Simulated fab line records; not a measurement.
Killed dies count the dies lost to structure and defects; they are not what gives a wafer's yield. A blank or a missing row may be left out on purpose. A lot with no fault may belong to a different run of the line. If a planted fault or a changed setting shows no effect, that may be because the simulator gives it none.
fab line records -- flow nandHarc -- part 2 of 2: steps 23 to 36 of 36
record lots=5, wafers=15, lastDay=24
route steps=1159 shown P_STI@74 P_GATE@110
lots that met no fault: from a run of the same line without faults
startH: hours from the record's first day to the start of the lot's first wafer shown -- waitH: hours since the lot's step before -- " same as the row above -- L1.1+2: a single row standing in for several wafers -- - no value, or no start given -- * or withheld: withheld -- < > ~ a bound
route shown NAME@n: a module of which the file shows steps, and the number in the route of the first -- usual: the fault-free wafers' mean and standard deviation -- same: alike in all rows -- chamber/n: place in a boat -- sites: per-site readings -- _std_site: how widely they spread, as a standard deviation -- _edge_site: inner sites' mean taken away from outer sites' mean -- radiusMm: how far each site lies from the wafer's centre -- mask NAME#n: copy n -- behind: the last tool/chamber to shape the wafer -- hold: reason for holding the lot/hours on hold/outcome of the hold -- device: names the non-switching transistor (n, p or np) -- end of line: the same wafers' tests at the end of the route -- step lacking rows: just its recipe -- killed: count of dies lost to structure and defects at first sort (not the wafer's yield) -- map: per-die view of a wafer (x killed, . not killed, _ where there is no die)
set.NAME: the run value of the setting; set.NAME@STEP: its run value at that earlier step -- model.NAME: the simulator's own value behind a step, which no gauge read
a table for each step, a row for each wafer; lots at some steps of the route
services: a tool's chamber out of use, with start hour (startH, from the record's first day; less than 0 if before it), hours out, and reason
## steps
# step NHARC_P_STI_OCD_MEAS_43
# usual trenchDepthNm=299.7/2.7, trenchFootCdNm=157.6/1.6
lot.wafer,tool,chamber,startH,waitH,trenchDepthNm,trenchFootCdNm
L076.1,ocd-01,-,46.30,-,300.3,159.3
L076.3,ocd-01,-,46.30,-,296.4,161.7
L076.4,ocd-01,-,46.30,-,297.4,162.3
L082.1,ocd-01,-,84.25,-,296.5,159.8
L082.3,ocd-01,-,84.25,-,299.4,158.8
L082.5,ocd-01,-,84.25,-,297.7,158.9
L087.1,ocd-01,-,116.45,-,302.5,159.5
L087.4,ocd-01,-,116.45,-,301.4,158.1
L087.6,ocd-01,-,116.45,-,303.6,157.6
L093.1,ocd-01,-,151.86,-,298.7,157.3
L093.4,ocd-01,-,151.86,-,301.2,158.5
L093.5,ocd-01,-,151.86,-,296.6,159.2
L097.1,ocd-02,-,177.47,-,304.8,157.0
L097.4,ocd-02,-,177.47,-,298.6,155.2
L097.6,ocd-02,-,177.47,-,306.2,155.0
# step NHARC_P_STI_OXIDE_33
# recipe targetThkA=100, tempC=1000, oxTimeS=281, material=SiO2
# usual spikeTcTopC=1012.8/1.9
lot.wafer,tool,chamber,startH,waitH,spikeTcTopC
L076.1,furnace-01,0,51.09,4.8,1013.8
L076.3,furnace-01,0,51.09,4.8,1013.9
L076.4,furnace-01,0,51.09,4.8,1013.1
L082.1,furnace-01,0,90.19,5.9,1014.6
L082.3,furnace-01,0,90.19,5.9,1013.3
L082.5,furnace-01,0,90.19,5.9,1013.6
L087.1,furnace-04,0,117.64,1.2,1012.5
L087.4,furnace-04,0,117.64,1.2,1014.9
L087.6,furnace-04,0,117.64,1.2,1013.8
L093.1,furnace-04,0,156.01,4.1,1014.0
L093.4,furnace-04,0,156.01,4.1,1014.2
L093.5,furnace-04,0,156.01,4.1,1013.5
L097.1,furnace-02,0,185.64,8.2,1010.2
L097.4,furnace-02,0,185.64,8.2,1008.1
L097.6,furnace-02,0,185.64,8.2,1009.6
# step NHARC_P_STI_HDPCVD_20
# recipe targetThkA=withheld, sigmaOpenFrac=withheld, material=SiO2
lot.wafer,tool,chamber,startH,waitH
L076.1+3+4,hdpcvd-01,"0,1,0",55.93,0.5
L082.1+3+5,hdpcvd-01,0,94.97,0.5
L087.1+4+6,hdpcvd-01,"0,0,1",124.98,3.1
L093.1+4+5,hdpcvd-01,"1,0,1",160.68,0.4
L097.1+4+6,hdpcvd-01,"1,0,1",190.38,0.4
# step NHARC_P_STI_ANNEAL_34
# recipe tempC=1000, timeS=1800
# usual spikeTcTopC=1011.6/2.3
lot.wafer,tool,chamber,startH,waitH,spikeTcTopC
L076.1,furnace-02,0,63.04,7.0,1008.8
L076.3,furnace-02,0,63.04,7.0,1007.7
L076.4,furnace-02,0,63.04,7.0,1008.8
L082.1,furnace-02,0,99.95,4.9,1009.5
L082.3,furnace-02,0,99.95,4.9,1009.6
L082.5,furnace-02,0,99.95,4.9,1010.4
L087.1,furnace-01,0,129.13,4.1,1012.1
L087.4,furnace-01,0,129.13,4.1,1014.2
L087.6,furnace-01,0,129.13,4.1,1011.8
L093.1,furnace-01,0,162.95,2.2,1010.6
L093.4,furnace-01,0,162.95,2.2,1011.8
L093.5,furnace-01,0,162.95,2.2,1014.1
L097.1,furnace-04,0,195.79,5.3,1015.5
L097.4,furnace-04,0,195.79,5.3,1014.4
L097.6,furnace-04,0,195.79,5.3,1014.2
# step NHARC_P_STI_CMP_21
# recipe tOverpolishS=20, targetThkNm=380.67
# usual motorCurrentA=12.7/1.2, overpolishRunS=20.000/0.0096
lot.wafer,tool,chamber,startH,waitH,motorCurrentA,overpolishRunS
L076.1,cmp-01,3,67.93,0.4,12.9,20.000
L076.4,cmp-01,0,67.93,0.4,14.1,19.993
L076.3,cmp-01,1,67.93,0.4,12.6,19.985
L082.1,cmp-01,1,104.79,0.4,12.7,20.005
L082.3,cmp-01,2,104.79,0.4,11.8,20.010
L082.5,cmp-01,1,104.79,0.4,12.4,20.010
L087.4,cmp-04,1,134.07,0.4,14.9,20.008
L087.1,cmp-04,2,134.07,0.4,10.9,19.995
L087.6,cmp-04,1,134.07,0.4,14.1,20.006
L093.1,cmp-04,2,168.02,0.5,11.5,20.005
L093.4,cmp-04,3,168.02,0.5,12.0,20.000
L093.5,cmp-04,2,168.02,0.5,10.6,20.014
L097.1,cmp-01,3,200.63,0.4,13.0,19.996
L097.4,cmp-01,0,200.63,0.4,13.5,20.008
L097.6,cmp-01,3,200.63,0.4,13.3,20.002
# step NHARC_P_STI_SRD_35
lot.wafer,tool,chamber,startH,waitH
L076.3+1+4,wetBench-06,"5,1,2",68.21,0.0
L082.1+3+5,wetBench-03,"4,5,6",105.07,0.0
L087.4+6+1,wetBench-07,"1,3,4",134.36,0.0
L093.4+5+1,wetBench-03,"2,4,5",168.30,0.0
L097.1+4+6,wetBench-06,"1,2,5",200.94,0.0
# step NHARC_P_STI_ETCH_36
# recipe targetDepthA=388, chemistry=dHF, material=SiO2
lot.wafer,tool,chamber,startH,waitH
L076.3+1+4,wetBench-06,"5,1,2",68.24,0.0
L082.1+3+5,wetBench-03,"4,5,6",105.09,0.0
L087.4+6+1,wetBench-07,"1,3,4",134.40,0.0
L093.4+5+1,wetBench-03,"2,4,5",168.32,0.0
L097.1+4+6,wetBench-06,"1,2,5",200.96,0.0
# step NHARC_P_STI_STRIP_24
# recipe tempC=160, chemistry=H3PO4, material=Si3N4
lot.wafer,tool,chamber,startH,waitH
L076.3+1+4,wetBench-06,"5,1,2",68.25,0.0
L082.1+3+5,wetBench-03,"4,5,6",105.11,0.0
L087.4+6+1,wetBench-07,"1,3,4",134.43,0.0
L093.4+5+1,wetBench-03,"2,4,5",168.34,0.0
L097.1+4+6,wetBench-06,"1,2,5",200.98,0.0
# step NHARC_P_STI_ETCH_37
# recipe targetDepthA=110, chemistry=dHF, material=SiO2
lot.wafer,tool,chamber,startH,waitH
L076.3+1+4,wetBench-06,"5,1,2",-,-
L082.1+3+5,wetBench-03,"4,5,6",-,-
L087.4+6+1,wetBench-07,"1,3,4",-,-
L093.4+5+1,wetBench-03,"2,4,5",-,-
L097.1+4+6,wetBench-06,"1,2,5",-,-
# step NHARC_P_STI_PRECLEAN_38
# recipe timeS=*, tempC=50, bathAgeMin=0, chemistry=SC1
# usual sc1H2o2EndMolL=0.3698/0.00065
lot.wafer,tool,chamber,startH,waitH,sc1H2o2EndMolL
L076.3,wetBench-06,5,-,-,0.3699
L076.1,wetBench-06,1,-,-,0.3694
L076.4,wetBench-06,2,-,-,0.3697
L082.1,wetBench-03,4,-,-,0.3708
L082.3,wetBench-03,5,-,-,0.3699
L082.5,wetBench-03,6,-,-,0.3697
L087.4,wetBench-07,1,-,-,0.3694
L087.6,wetBench-07,3,-,-,0.3694
L087.1,wetBench-07,4,-,-,0.3701
L093.4,wetBench-03,2,-,-,0.3699
L093.5,wetBench-03,4,-,-,0.3707
L093.1,wetBench-03,5,-,-,0.3695
L097.1,wetBench-06,1,-,-,0.3689
L097.4,wetBench-06,2,-,-,0.3708
L097.6,wetBench-06,5,-,-,0.3696
# step NHARC_P_STI_SRD_39
lot.wafer,tool,chamber,startH,waitH
L076.3+1+4,wetBench-06,"5,1,2",-,-
L082.1+3+5,wetBench-03,"4,5,6",-,-
L087.4+6+1,wetBench-07,"1,3,4",-,-
L093.4+5+1,wetBench-03,"2,4,5",-,-
L097.1+4+6,wetBench-06,"1,2,5",-,-
# step NHARC_P_STI_OXIDE_40
# recipe targetThkA=100, tempC=900, oxTimeS=1362, material=SiO2
# usual spikeTcTopC=913.1/2.2
lot.wafer,tool,chamber,startH,waitH,spikeTcTopC
L076.1,furnace-02,0,76.65,-,910.4
L076.3,furnace-02,0,76.65,-,910.5
L076.4,furnace-02,0,76.65,-,909.6
L082.1,furnace-04,0,113.94,-,915.3
L082.3,furnace-04,0,113.94,-,914.6
L082.5,furnace-04,0,113.94,-,914.9
L087.1,furnace-04,0,141.20,-,914.2
L087.4,furnace-04,0,141.20,-,914.6
L087.6,furnace-04,0,141.20,-,914.1
L093.1,furnace-01,0,172.28,-,914.4
L093.4,furnace-01,0,172.28,-,914.5
L093.5,furnace-01,0,172.28,-,915.3
L097.1,furnace-04,0,204.98,-,911.9
L097.4,furnace-04,0,204.98,-,914.5
L097.6,furnace-04,0,204.98,-,913.5
# step NHARC_P_STI_INSPECT_25
# usual rawDefectCount=203/66
lot.wafer,tool,chamber,startH,waitH,rawDefectCount
L076.1,defectInspect-01,-,80.71,0.4,186
L076.3,defectInspect-01,-,80.71,0.4,156
L076.4,defectInspect-01,-,80.71,0.4,173
L082.1,defectInspect-01,-,118.00,0.4,138
L082.3,defectInspect-01,-,118.00,0.4,101
L082.5,defectInspect-01,-,118.00,0.4,124
L087.1,defectInspect-02,-,145.26,0.4,245
L087.4,defectInspect-02,-,145.26,0.4,260
L087.6,defectInspect-02,-,145.26,0.4,158
L093.1,defectInspect-02,-,176.30,0.4,226
L093.4,defectInspect-02,-,176.30,0.4,225
L093.5,defectInspect-02,-,176.30,0.4,150
L097.1,defectInspect-01,-,209.06,0.4,193
L097.4,defectInspect-01,-,209.06,0.4,252
L097.6,defectInspect-01,-,209.06,0.4,207
# step NHARC_P_GATE_ETCH_69
# recipe targetDepthA=140, chemistry=dHF, material=SiO2
lot.wafer,tool,chamber,startH,waitH
L076.1+4+3,wetBench-04,"6,0,2",80.78,0.1
L082.3+5+1,wetBench-01,"2,3,4",118.10,0.1
L087.6+4+1,wetBench-05,"4,5,6",145.33,0.1
L093.5+1+4,wetBench-04,"0,2,3",176.37,0.1
L097.6+4+1,wetBench-01,"0,3,4",209.13,0.1
## services
tool,chamber,startH,hours,kind
rieDiel-08,-,25.41,1.2,repair
krfScanner-02,-,38.00,4.0,pm
lithoTrack-03,-,38.00,7.0,pm
rieDiel-08,3,58.47,4.8,repair
lithoTrack-05,-,62.00,7.0,pm
rieDiel-07,-,62.89,9.0,pm
hdpcvd-01,-,80.14,1.3,repair
cmp-01,-,81.50,4.0,pm
wetBench-07,-,85.50,2.7,repair
wetBench-07,-,96.00,8.0,pm
rieSi-01,-,105.91,1.4,repair
furnace-02,-,108.12,26.0,pm
cmp-01,-,109.96,2.0,repair
hdpcvd-01,-,111.00,13.0,pm
rieDiel-07,-,117.51,0.3,repair
rieSi-01,2,121.44,3.4,repair
rieDiel-08,-,124.80,9.0,pm
rieSi-01,-,127.00,9.0,pm
wetBench-06,-,129.60,8.0,pm
krfScanner-02,-,131.09,0.2,repair
wetBench-03,-,143.88,14.2,repair
wetBench-03,-,158.08,8.0,pm
lithoTrack-02,-,165.01,7.0,pm
rieDiel-08,1,202.52,26.2,repair
